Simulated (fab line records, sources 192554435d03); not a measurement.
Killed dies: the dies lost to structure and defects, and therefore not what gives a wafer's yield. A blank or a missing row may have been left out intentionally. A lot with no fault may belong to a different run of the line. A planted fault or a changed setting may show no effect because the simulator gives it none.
Matching of chambers | flow n5_finfet | uv_cure-01 running N5_BEOL_M6_CURE_74: 3 sister chambers
The step cures SiCOH lowk, time 240 s. 30 wafers are shown with their chamber, then 12 later ones without.

== WAFERS, EACH WITH ITS CHAMBER ==
wafer  | chamber | wafer_temp_C_max | lamp_power_pct (%)
L074.4 | 2       | 387.0            | 52.37
L074.5 | 2       | 386.2            | 52.29
L074.6 | 2       | 387.0            | 52.33
L076.3 | 0       | 386.2            | 52.32
L076.4 | 0       | 385.9            | 52.37
L076.5 | 0       | 386.1            | 52.38
L077.2 | 0       | 386.9            | 52.31
L077.3 | 0       | 386.5            | 52.33
L077.6 | 0       | 386.5            | 52.30
L079.3 | 1       | 387.7            | 52.33
L079.4 | 1       | 387.2            | 52.27
L079.6 | 1       | 387.4            | 52.25
L080.1 | 0       | 386.0            | 52.35
L080.4 | 0       | 386.1            | 52.25
L080.5 | 0       | 386.4            | 52.23
L083.2 | 0       | 385.9            | 52.36
L083.3 | 0       | 386.6            | 52.25
L083.5 | 0       | 386.1            | 52.32
L082.1 | 2       | 386.4            | 52.22
L082.2 | 2       | 386.5            | 52.24
L082.3 | 2       | 386.5            | 52.38
L084.1 | 2       | 386.1            | 52.37
L084.3 | 2       | 386.9            | 52.29
L084.6 | 2       | 386.2            | 52.30
L085.3 | 0       | 387.0            | 52.28
L085.4 | 0       | 386.4            | 52.36
L085.6 | 0       | 386.4            | 52.27
L086.1 | 0       | 385.8            | 52.25
L086.4 | 0       | 386.1            | 52.51
L086.5 | 0       | 385.6            | 52.31

SIGNATURES (means of the wafers above)
reading          | chamber 0 | chamber 1 | chamber 2 | scatter within a chamber
wafer_temp_C_max | 386.250   | 387.433   | 386.533   | 0.358
lamp_power_pct   | 52.3194   | 52.2833   | 52.3100   | 0.062
Rule: for each reading, subtract the chamber's mean from the wafer's reading, divide by that reading's scatter and square the result; add these up over the readings and take the root, which gives the wafer's distance from the chamber. If the next closest chamber is less than 2 further off than the closest, the wafer can't be placed; otherwise it belongs to the closest. The scatter is the square root of a quotient: the sum, over the shown wafers, of each reading's squared deviation from its chamber's mean, divided by wafers minus chambers.

== WAFERS WHOSE CHAMBER IS MISSING ==
wafer  | wafer_temp_C_max | lamp_power_pct (%)
L087.2 | 386.5            | 52.22
L087.5 | 386.3            | 52.24
L087.6 | 386.5            | 52.31
L088.3 | 386.1            | 52.29
L088.4 | 386.3            | 52.25
L088.6 | 386.0            | 52.33
L091.1 | 388.7            | 52.37
L091.3 | 388.0            | 52.23
L091.6 | 388.2            | 52.25
L095.1 | 388.3            | 52.35
L095.3 | 387.0            | 52.31
L095.5 | 388.0            | 52.31

== CHAMBER TAKEN BY EACH ==
wafer  | from the rows above          | in truth
L087.2 | can't be placed: 2 or 0 or 1 | 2
L087.5 | can't be placed: 0 or 2 or 1 | 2
L087.6 | can't be placed: 2 or 0      | 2
L088.3 | can't be placed: 0 or 2      | 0
L088.4 | can't be placed: 0 or 2      | 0
L088.6 | can't be placed: 0 or 2      | 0
L091.1 | 1                            | 1
L091.3 | 1                            | 1
L091.6 | 1                            | 1
L095.1 | 1                            | 1
L095.3 | can't be placed: 1 or 2 or 0 | 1
L095.5 | 1                            | 1
Correctly placed: 5 of 12. Can't be placed from these rows: 7 (the true chamber is among the candidates in 7). Placed wrongly: 0.
